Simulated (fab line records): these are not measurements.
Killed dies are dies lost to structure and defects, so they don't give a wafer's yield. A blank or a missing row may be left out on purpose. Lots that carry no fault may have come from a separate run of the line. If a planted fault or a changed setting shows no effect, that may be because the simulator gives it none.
Split-lot study	flow n5-finfet	39 wafers read across 7 lots, on a route 1938 steps long

## THE SPLIT
At N5_BEOL_M3_ETCH_41 (etches SiCN in CH3F/O2, target depth 29.9 nm, time 52.5 s), the setting target-depth-a was moved away from the recipe's 299 angstrom on 6 of the 39 wafers read, by +32.3% to +44.8%. This setting was run at the recipe's value on the other wafers.

The reading comes from the split's own step.

## THE READING
etch.depth-nm (the simulator's own value, which no gauge read), in nm, at N5_BEOL_M3_ETCH_41 (etches SiCN in CH3F/O2, target depth 29.9 nm, time 52.5 s). The file does not state a usual value for it. Here, 33 wafers ran the recipe; their average is 19.90 nm with a standard deviation of 0.4 nm.

wafer	tool, chamber at the split	target-depth-a as run, angstrom	against the recipe	etch.depth-nm, nm	against lot-mates on the recipe
L081.1	rie-diel-04, 0	433	+44.8%	28.36	+8.95
L081.2	rie-diel-04, 2	299	recipe	19.49	-
L081.3	rie-diel-04, 1	433	+44.8%	27.2	+7.79
L081.4	rie-diel-04, 3	299	recipe	19.44	-
L081.5	rie-diel-04, 2	299	recipe	19.31	-
L081.6	rie-diel-04, 1	433	+44.8%	26.94	+7.53
L082.1	rie-diel-04, 1	299	recipe	18.82	-
L082.2	rie-diel-04, 2	299	recipe	19.58	-
L082.3	rie-diel-04, 0	299	recipe	19.46	-
L082.4	rie-diel-04, 3	299	recipe	19.72	-
L082.5	rie-diel-04, 1	299	recipe	18.87	-
L082.6	rie-diel-04, 2	299	recipe	19.65	-
L090.1	rie-diel-02, 3	299	recipe	20.12	-
L090.2	rie-diel-02, 2	299	recipe	19.91	-
L090.3	rie-diel-02, 1	299	recipe	20.01	-
L090.4	rie-diel-02, 2	299	recipe	20	-
L090.5	rie-diel-02, 1	299	recipe	19.98	-
L090.6	rie-diel-02, 3	299	recipe	19.95	-
L091.1	rie-diel-02, 2	299	recipe	19.78	-
L091.2	rie-diel-02, 1	299	recipe	19.89	-
L091.3	rie-diel-02, 3,1	299	recipe	20.05	-
L091.6	rie-diel-02, 3,1	299	recipe	20.05	-
L091.4	rie-diel-02, 2	299	recipe	19.96	-
L091.5	rie-diel-02, 3	299	recipe	19.86	-
L095.1	rie-diel-02, 3	395.7	+32.3%	26.67	+6.35
L095.2	rie-diel-02, 1	299	recipe	20.16	-
L095.3	rie-diel-02, 0	299	recipe	20.71	-
L095.4	rie-diel-02, 2	299	recipe	20.09	-
L095.5	rie-diel-02, 1	395.7	+32.3%	26.68	+6.36
L095.6	rie-diel-02, 0	395.7	+32.3%	27.76	+7.44
L096.1	rie-diel-06, 3	299	recipe	20.01	-
L096.2	rie-diel-06, 2	299	recipe	20.34	-
L096.3	rie-diel-06, 0	299	recipe	20.19	-
L096.4	rie-diel-06, 1	299	recipe	20.46	-
L096.5	rie-diel-06, 2	299	recipe	20.28	-
L096.6	rie-diel-06, 1	299	recipe	20.32	-
L097.3	rie-diel-06, 1	299	recipe	20.24	-
L097.4	rie-diel-06, 0	299	recipe	20.18	-
L097.6	rie-diel-06, 3	299	recipe	19.86	-
The file does not say which wafer passed through which chamber wherever a row lists several chambers: such a row stands for several wafers.

THE FIT
A straight line over all 39 wafers: etch.depth-nm changes by +0.186 nm for each +1% of target-depth-a; r = +0.98; the points scatter about the line by 0.58 nm.
The same after taking each lot's own level away (the mean of its wafers on the recipe; 39 wafers): +0.189 nm for each +1%; r = +0.99; scatter 0.36 nm.
That fit puts the effect of the largest move of target-depth-a on the reading at 8.5 nm.
Measured against the standard deviation above, the lots' own levels, which go from 19.350 to 20.320 nm, span 2.4 times it.
Hence the lot-to-lot level has little effect on the slope; both slopes agree.
Check: +8.38 nm against its lot-mates is what the line predicts for one of the wafers moved furthest among these (+44.8%) when that wafer is left out of the fit. It came out at +8.95 nm against them.

## THESE WAFERS: OTHER SPLITS
Before the reading, these wafers also passed through other splits. Each is held against what the fit with the lots' levels taken away leaves over:
other split on the same wafers	wafers away from the commonest value	r with etch.depth-nm (lot level and that fit taken away)
N5_BEOL_M0_SAQP_SPACER2_ALD_26 target-thk-a	18	+0.32
N5_BEOL_M1_TRENCH_ETCH_37 target-depth-a	12	+0.14

## FILE'S OWN FIT
etch.depth-nm changes by +0.19 nm for each +1% of target-depth-a, r = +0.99.
